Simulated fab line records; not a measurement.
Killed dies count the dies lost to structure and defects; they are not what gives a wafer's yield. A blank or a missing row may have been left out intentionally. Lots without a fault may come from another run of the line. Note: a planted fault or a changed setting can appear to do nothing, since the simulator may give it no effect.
Matching of chambers    flow n5-finfet    N5_GATE_CUT_HM_OPEN_40 on rie-diel-02: 4 sister chambers
The step chemistry C4F6/O2, target SiO2, target depth 139 nm, time 85.1 s. 14 wafers are shown with their chamber, then 7 later ones without.

WAFERS PAIRED WITH THEIR CHAMBERS
wafer   chamber  rf-vpp-V (V)  drypump-motor-current-A (A)  showerhead-plenum-p-Torr (Torr)
L079.1  2        664           5.1                          2.98
L079.4  3        673           5.6                          2.93
L079.5  0        647           6.6                          2.71
L090.3  3        672           5.6                          2.93
L090.4  2        664           5.1                          2.97
L090.5  1        678           6.1                          2.84
L092.3  3        671           5.6                          2.92
L092.4  0        647           6.6                          2.70
L092.5  0        647           6.5                          2.70
L093.1  3        673           5.6                          2.92
L093.4  1        680           6.0                          2.83
L093.6  3        672           5.6                          2.92
L094.1  3        671           5.6                          2.92
L094.5  3        673           5.6                          2.92

SIGNATURES (means of the wafers above)
reading                   chamber 0  chamber 1  chamber 2  chamber 3  scatter within a chamber
rf-vpp-V                  647.00     679.00     664.00     672.14     0.828
drypump-motor-current-A   6.567      6.050      5.100      5.600      0.0342
showerhead-plenum-p-Torr  2.7033     2.8350     2.9750     2.9229     0.00556
Rule: for each reading, subtract the chamber's mean from the wafer's reading, divide by that reading's scatter and square the result; add these up over the readings and take the root, which gives the wafer's distance from the chamber. The wafer belongs to the nearest chamber; if the next one is less than 2 further off, it can't be placed. How the scatter is found: for the shown wafers, subtract from each reading the mean of its chamber, square and add these, divide the total by (wafers less chambers), then take the root.

WAFERS WITH NO CHAMBER GIVEN
wafer   rf-vpp-V (V)  drypump-motor-current-A (A)  showerhead-plenum-p-Torr (Torr)
L094.6  665           5.1                          2.97
L096.1  672           5.6                          2.92
L096.3  647           6.6                          2.69
L096.6  666           5.1                          2.96
L097.1  666           5.1                          2.96
L097.2  673           5.6                          2.92
L097.4  649           6.6                          2.69

WHICH CHAMBER EACH WENT THROUGH
wafer   from the rows above  in truth
L094.6  2                    2
L096.1  3                    3
L096.3  0                    0
L096.6  2                    2
L097.1  2                    2
L097.2  3                    3
L097.4  0                    0
Placed correctly: 7 of 7. From these rows, 0 cannot be placed. 0 placed wrongly.
